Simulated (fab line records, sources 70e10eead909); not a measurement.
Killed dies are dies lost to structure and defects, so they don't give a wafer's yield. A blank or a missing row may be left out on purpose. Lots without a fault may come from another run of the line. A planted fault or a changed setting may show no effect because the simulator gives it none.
Which tool did it? | flow nand_harc | 12 lots, 36 wafers sampled, at 3 steps of a route of 1302

WHAT THE GAUGES READ, wafer by wafer
NHARC_A_CONTACT_OVL_MEAS_70.
lot  | measured     | on         | overlay_x_nm (nm)
L075 | day 22 11:05 | overlay-01 | -0.4 0.0 -0.2
L077 | day 23 04:05 | overlay-01 | 0.8 0.7 0.9
L080 | day 23 17:37 | overlay-02 | -0.3 0.1 0.9
L081 | day 24 13:28 | overlay-01 | -1.3 -1.4 -1.1
L082 | day 25 13:40 | overlay-01 | -0.7 0.1 -0.3
L085 | day 26 13:47 | overlay-02 | -1.1 -0.9 -0.8
L087 | day 26 18:22 | overlay-02 | 0.2 -0.4 -0.8
L089 | day 27 13:45 | overlay-01 | 1.6 1.5 1.8
L091 | day 29 10:07 | overlay-02 | 0.8 0.6 0.4
L094 | day 29 18:22 | overlay-01 | -0.8 -0.7 -0.8
L095 | day 30 17:01 | overlay-01 | -0.7 -0.8 -1.6
L097 | day 30 23:13 | overlay-01 | -0.1 0.0 -0.3

WHICH TOOL RAN EACH LOT (tool, then ch and the chambers of the sampled wafers, then the start)
lot  | NHARC_A_CONTACT_ETCH_118             | NHARC_A_CONTACT_ETCH_122
L075 | har_cap_etch-02 ch 0,1, day 22 02:25 | har_cap_etch-02 ch 0,1, day 22 03:07
L077 | har_cap_etch-01 ch 0,1, day 22 21:09 | har_cap_etch-01 ch 0,1, day 22 21:50
L080 | har_cap_etch-02 ch 0,1, day 23 09:35 | har_cap_etch-02 ch 0,1, day 23 10:17
L081 | har_cap_etch-03 ch 1, day 24 06:23   | har_cap_etch-03 ch 1, day 24 07:04
L082 | har_cap_etch-03 ch 0,1, day 25 06:38 | har_cap_etch-03 ch 0,1, day 25 07:19
L085 | har_cap_etch-01 ch 0,1, day 26 06:24 | har_cap_etch-01 ch 0,1, day 26 07:19
L087 | har_cap_etch-02 ch 0,1, day 26 11:04 | har_cap_etch-02 ch 0,1, day 26 11:45
L089 | har_cap_etch-01 ch 0, day 27 06:04   | har_cap_etch-01 ch 0, day 27 06:44
L091 | har_cap_etch-01 ch 0,1, day 29 02:14 | har_cap_etch-01 ch 0,1, day 29 02:55
L094 | har_cap_etch-01 ch 0,1, day 29 10:09 | har_cap_etch-01 ch 0,1, day 29 10:50
L095 | har_cap_etch-02 ch 0, day 30 09:56   | har_cap_etch-02 ch 0, day 30 10:37
L097 | har_cap_etch-01 ch 0,1, day 30 12:16 | har_cap_etch-01 ch 0,1, day 30 12:56
- NHARC_A_CONTACT_ETCH_118: etches the open film in C4F8/O2/Ar, time 190 s, target depth 1850 nm.
- NHARC_A_CONTACT_ETCH_122: etches the open film in C4F8/O2/Ar, time 190 s, target depth 1850 nm.

THE ANSWER, worked out from the rows above alone
Rule: what is usual is taken from the lots themselves. Put in order of their means at a reading, lots are off if they are a third of the lots or fewer, leave a main group of 4 or more, and stand apart from it by a gap of 3 or more times the standard deviation of the main group's means; of several such gaps the widest counts. A main group whose means are all the same, to the digits that the tables above print for the reading, isn't used. A lot without any number at a reading at which 4 lots or more have one is off too. The other lots that the step has rows for count as sound.
No lot is off at any reading shown: from this, nothing can be told.

WHAT THE SIMULATOR HAD PUT IN
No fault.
